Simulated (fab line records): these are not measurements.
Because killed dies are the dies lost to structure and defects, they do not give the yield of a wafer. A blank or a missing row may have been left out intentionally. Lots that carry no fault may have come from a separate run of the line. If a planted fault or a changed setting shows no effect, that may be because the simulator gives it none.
Chamber matching + flow n5-finfet + N5_BEOL_M2_PRE_CLEAN_60 on cvd-co-01: 3 sister chambers
The step time 15 s. 3 wafers are shown with their chamber, then 12 later ones without.

## EACH WAFER AND ITS CHAMBER
| wafer  | chamber | heater-power-w (W) |
|--------|---------|--------------------|
| L086.6 | 1       | 77                 |
| L087.2 | 0       | 68                 |
| L087.4 | 2       | 46                 |

## WAFERS MISSING THEIR CHAMBER
| wafer  | heater-power-w (W) |
|--------|--------------------|
| L090.1 | 68                 |
| L090.2 | 45                 |
| L090.3 | 76                 |
| L091.1 | 67                 |
| L091.2 | 75                 |
| L091.5 | 46                 |
| L094.2 | 46                 |
| L094.3 | 77                 |
| L094.5 | 78                 |
| L096.1 | 78                 |
| L096.2 | 47                 |
| L096.6 | 68                 |

## EACH ONE'S CHAMBER
| wafer  | from the rows above | in truth |
|--------|---------------------|----------|
| L090.1 | 0                   | 0        |
| L090.2 | 2                   | 2        |
| L090.3 | 1                   | 1        |
| L091.1 | 0                   | 0        |
| L091.2 | 1                   | 1        |
| L091.5 | 2                   | 2        |
| L094.2 | 2                   | 2        |
| L094.3 | 1                   | 1        |
| L094.5 | 1                   | 1        |
| L096.1 | 1                   | 1        |
| L096.2 | 2                   | 2        |
| L096.6 | 0                   | 0        |
Placed correctly: 12 of 12. Not placeable from these rows: 0. Wrongly placed: 0.
How it was worked out, from the rows above alone: a wafer's distance from a chamber is the root of the sum, over the readings, of the square of ((its reading less the chamber's mean) divided by the reading's scatter). The wafer belongs to the nearest chamber; if the next one is less than 2 further off, it can't be placed. For every chamber, the mean is computed from those of its wafers that are shown. The scatter: with one shown wafer a chamber, the root of the mean of the squares of how far each hidden wafer lies from its nearest shown one.
